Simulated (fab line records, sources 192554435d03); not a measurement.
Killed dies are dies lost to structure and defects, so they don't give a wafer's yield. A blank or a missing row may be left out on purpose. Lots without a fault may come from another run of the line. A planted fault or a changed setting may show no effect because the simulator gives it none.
fab line records | flow n5_finfet
record lots=7 wafers=21 last_day=19
route steps=1938 shown HKMG_FIN@417
lots that met no fault: from a run of the same line without faults
start_h: hours from the record's first day to the start of the lot's first wafer shown | wait_h: hours since the lot's step before | " the same as in the row above | L1.1+2: a row that stands for several wafers | - no value, or no start given | * or withheld: withheld | < > ~ a bound
route shown NAME@n: a module of which the file shows steps, and the number in the route of the first | usual: mean/standard deviation of fault-free wafers | same: alike in all rows | chamber/n: place in a boat | sites: the reading at each site | _std_site: their standard deviation | _edge_site: outer sites' mean less inner sites' | radius_mm: how far each site lies from the wafer's centre | mask NAME#n: copy n | behind: the tool/chamber that last shaped the wafer | hold: why the lot was held/for how many hours/how that ended | device: the transistor (n, p or np) that didn't switch | end of line: the same wafers' tests at the end of the route | a step without rows: its recipe alone | killed: dies lost to structure and defects at the first sort, not the wafer's yield | map: a wafer's dies, x killed, . not, _ none there
set.NAME: the setting as run; set.NAME@STEP: as run at that earlier step | model.NAME: the simulator's own value behind a step, which no gauge read
lots at some steps of the route; a table a step, a row a wafer
services: from which hour (start_h, from the record's first day; less than 0 if before it) a tool's chamber was out of use, for how many hours, and why
## steps
# step N5_HKMG_FIN_WET_ETCH_81
# recipe chemistry=SC1 target=TiN stop_on=HfO2 mix=1:1:5 temp_c=60 time_s=57 target_depth_nm=6
# step N5_HKMG_FIN_WET_ETCH_82
# recipe chemistry=dHCl mix=1:10000 temp_c=25 target=La2O3 stop_on=HfO2 target_depth_nm=2 dry=ipa_marangoni rinse_time_s=30 rinse_temp_c=23
# step N5_HKMG_FIN_ALD_36
# recipe material=TiN target_thk_a=10 temp_c=400 ald_precursor_family=TiCl4 ald_co_reactant=NH3 pulse_time_s=1 purge_time_s=3 co_reactant_purge_time_s=2 co_reactant_pulse_time_s=2 ald_cycles=47 pressure_torr=3
# usual heater_power_w=872/96 precursor_pulse_height_rel=1.001/0.019
# same co_reactant_purge_time_s=2
# columns lot.wafer tool chamber start_h wait_h heater_power_w precursor_pulse_height_rel
L296.3 ald_metal-03 2 93.36 0.0 849 1.001
L296.4 " 1 " " 960 0.965
L296.6 " 3 " " 1004 1.011
L303.1 ald_metal-03 3 135.47 0.0 979 1.004
L303.2 " 1 " " 980 1.014
L303.3 " 2 " " 882 1.015
L306.1 ald_metal-02 2 154.89 0.0 730 1.007
L306.2 " 3 " " 803 1.008
L306.3 " 1 " " 778 1.020
L307.2 ald_metal-02 3 158.85 0.0 816 1.023
L307.4 " 0 " " 745 0.954
L307.6 " 0 " " 748 1.024
L308.2 ald_metal-03 2 164.74 0.0 870 1.001
L308.3 " 1 " " 988 1.004
L308.4 " 0 " " 785 1.007
L314.1 ald_metal-03 1 207.80 0.0 1004 0.988
L314.4 " 2 " " 879 0.986
L314.5 " 3 " " 1016 0.988
L316.2 ald_metal-04 0 215.48 0.0 857 0.969
L316.4 " 3 " " 960 1.017
L316.5 " 1 " " 972 1.026
# step N5_HKMG_FIN_THK_MEAS_70
# recipe thk_meas_gauge=xrf reads=HfO2_of_HKMG_FIN_HK_ALD_01
# usual HK_THK=1.598/0.019
# columns lot.wafer tool chamber start_h wait_h HK_THK[nm]
L296.3 film_metro-02 - 93.64 0.2 1.585
L296.4 " - " " 1.605
L296.6 " - " " 1.627
L303.1 film_metro-02 - 135.75 0.2 1.623
L303.2 " - " " 1.635
L303.3 " - " " 1.596
L306.1 film_metro-01 - 155.17 0.2 1.607
L306.2 " - " " 1.595
L306.3 " - " " 1.586
L307.2 film_metro-02 - 159.14 0.2 1.555
L307.4 " - " " 1.553
L307.6 " - " " 1.605
L308.2 film_metro-02 - 165.02 0.2 1.602
L308.3 " - " " 1.604
L308.4 " - " " 1.633
L314.1 film_metro-02 - 208.08 0.2 1.613
L314.4 " - " " 1.630
L314.5 " - " " 1.551
L316.2 film_metro-01 - 215.76 0.2 1.598
L316.4 " - " " 1.614
L316.5 " - " " 1.613
# step N5_HKMG_FIN_PWFM_ALD_03
# recipe material=TiN target_thk_a=20 temp_c=400 ald_precursor_family=TiCl4 ald_co_reactant=NH3 pulse_time_s=1 purge_time_s=3 co_reactant_purge_time_s=2 co_reactant_pulse_time_s=2 ald_cycles=91 pressure_torr=3
# usual heater_power_w=859/93 precursor_pulse_height_rel=0.999/0.019
# same co_reactant_purge_time_s=2
# columns lot.wafer tool chamber start_h wait_h heater_power_w precursor_pulse_height_rel
L296.3 ald_metal-04 3 93.67 0.0 955 1.004
L296.4 " 0 " " 861 1.006
L296.6 " 3 " " 941 1.014
L303.1 ald_metal-02 0 135.79 0.0 757 0.991
L303.2 " 1 " " 771 0.981
L303.3 " 3 " " 794 0.999
L306.1 ald_metal-04 2 155.21 0.0 920 0.990
L306.2 " 0 " " 852 0.991
L306.3 " 3 " " 957 0.971
L307.2 ald_metal-03 1 159.17 0.0 989 1.000
L307.4 " 2 " " 869 1.018
L307.6 " 0 " " 800 1.021
L308.2 ald_metal-04 0 165.05 0.0 882 0.999
L308.3 " 3 " " 956 0.978
L308.4 " 1 " " 961 0.942
L314.1 ald_metal-02 0 208.12 0.0 738 1.011
L314.4 " 1 " " 766 1.015
L314.5 " 2 " " 758 1.021
L316.2 ald_metal-02 2 215.79 0.0 742 1.006
L316.4 " 3 " " 809 1.018
L316.5 " 1 " " 776 0.978
# step N5_HKMG_FIN_COAT_29
# recipe resist=SOC temp_c=250 time_s=60 spin_rpm=1500 resist_thk_nm=300
# step N5_HKMG_FIN_COAT_30
# recipe resist=SiARC temp_c=220 time_s=60 spin_rpm=1500 resist_thk_nm=35
# step N5_HKMG_FIN_COAT_06
# recipe resist=CAR-ArF spin_rpm=1500 resist_thk_nm=90
# step N5_HKMG_FIN_EBR_08
# recipe solvent=PGMEA ebr_width_mm=1.5
# step N5_HKMG_FIN_SOFTBAKE_07
# recipe temp_c=110 time_s=60 resist=CAR-ArF
# step N5_HKMG_FIN_EXPOSE_09
# recipe mask_id=NWFM na=1.35 source_shape=conventional sigma_outer=0.8 polarization=unpolarized dose_mj=39.25
# step N5_HKMG_FIN_PEB_10
# recipe peb_temp_c=withheld peb_time_s=60 resist=CAR-ArF
# step N5_HKMG_FIN_DEVELOP_11
# recipe develop_time_s=30 developer=TMAH resist=CAR-ArF dev_temp_c=23 rinse_liquid=diw dry=air_spin
# usual chill_plate_temp_C=22.99/0.096 develop_time_s=30/0 resist_line_temp_C=23.00/0.098
# columns lot.wafer tool chamber start_h wait_h chill_plate_temp_C develop_time_s resist_line_temp_C model.CAR-ArF_of_HKMG_FIN_COAT_06.thk_nm
L296.3 litho_track-01 0 94.45 - 23.03 30 23.06 88.4
L296.4 " 0 " " 23.10 30 23.07 88.4
L296.6 " 0 " " 23.08 30 23.13 88.4
L303.1 litho_track-02 0 136.44 - 22.97 30 23.06 87.8
L303.2 " 0 " " 22.95 30 23.07 87.6
L303.3 " 0 " " 23.05 30 23.00 87.8
L306.1 litho_track-04 - 155.86 - - - - 90
L306.2 " - " " - - - 90
L306.3 " - " " - - - 89.8
L307.2 litho_track-02 - 159.83 - - - - 90.2
L307.4 " - " " - - - 90.2
L307.6 " - " " - - - 90.2
L308.2 litho_track-04 - 165.71 - - - - 90.2
L308.3 " - " " - - - 89.8
L308.4 " - " " - - - 89.8
L314.1 litho_track-01 0 208.89 - 22.92 30 22.99 88.8
L314.4 " 0 " " 22.85 30 22.94 89
L314.5 " 0 " " 22.88 30 23.07 89.2
L316.2 litho_track-01 0 216.57 - 23.01 30 22.82 88.2
L316.4 " 0 " " 23.03 30 22.88 88.2
L316.5 " 0 " " 23.07 30 22.87 88.2
# step N5_HKMG_FIN_CD_MEAS_12
# recipe target_cd_nm=92.8 landing_energy_ev=500 detector=se_inlens
# usual cd_nm=93.1/0.92
# columns lot.wafer tool chamber start_h wait_h cd_nm
L296.3 cd_sem-03 0 94.51 - 93.1
L296.4 " 0 " " 92.4
L296.6 " 0 " " 93.1
L303.1 cd_sem-03 0 136.50 - 93.2
L303.2 " 0 " " 92.6
L303.3 " 0 " " 91.9
L306.1 cd_sem-03 0 155.92 - -
L306.2 " 0 " " -
L306.3 " 0 " " -
L307.2 cd_sem-03 0 159.88 - -
L307.4 " 0 " " -
L307.6 " 0 " " -
L308.2 cd_sem-01 0 165.77 - -
L308.3 " 0 " " -
L308.4 " 0 " " -
L314.1 cd_sem-03 0 208.96 - 92.1
L314.4 " 0 " " 93.4
L314.5 " 0 " " 93.2
L316.2 cd_sem-02 0 216.63 - 93.6
L316.4 " 0 " " 92.9
L316.5 " 0 " " 94.3
## services
# columns tool chamber start_h hours kind
ald_metal-04 3 97.93 23.7 repair
ald_metal-02 - 99.82 2.8 pm
litho_track-01 - 117.70 - consumable_replace:filter
litho_track-02 - 136.03 - consumable_replace:filter
ald_metal-02 0 175.38 3.0 repair
## key
first_sign step=N5_HKMG_FIN_DEVELOP_11 reading=tool_record direction=missing
effect none on later readings
model_effect step=N5_HKMG_FIN_DEVELOP_11 value=CAR-ArF_of_HKMG_FIN_COAT_06.thk_nm without=88.33 struck=90.02
met_at N5_HKMG_FIN_DEVELOP_11
struck_wafers L306.1,L306.2,L306.3,L307.2,L307.4,L307.6,L308.2,L308.3,L308.4
later_rows_left_out L306.1,L306.2,L306.3,L307.2,L307.4,L307.6,L308.2,L308.3,L308.4
sort_left_out L306.1,L306.2,L306.3,L307.2,L307.4,L307.6,L308.2,L308.3,L308.4
tester_left_out L306,L307,L308
onset_between 136.44 155.86
fault kind=skipped_step_whole tool=litho_track-02,litho_track-04 chamber=- onset_h=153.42 steps=N5_HKMG_FIN_DEVELOP_11 scope=struck_lots_only
# tester_left_out: of these lots the tester's yield and bins aren't shown, on N5 and GAA mostly nor the transistor test; their killed dies are dies lost to structure and defects alone, not to doping, threshold or leakage, so they don't give the yield
# sort_left_out: the simulated sort isn't trusted on such a fault, so these wafers' sort isn't shown, and their yield isn't known
# later_rows_left_out: the simulator's readings of these wafers behind a module that went badly wrong aren't trusted and aren't shown, but for the sort
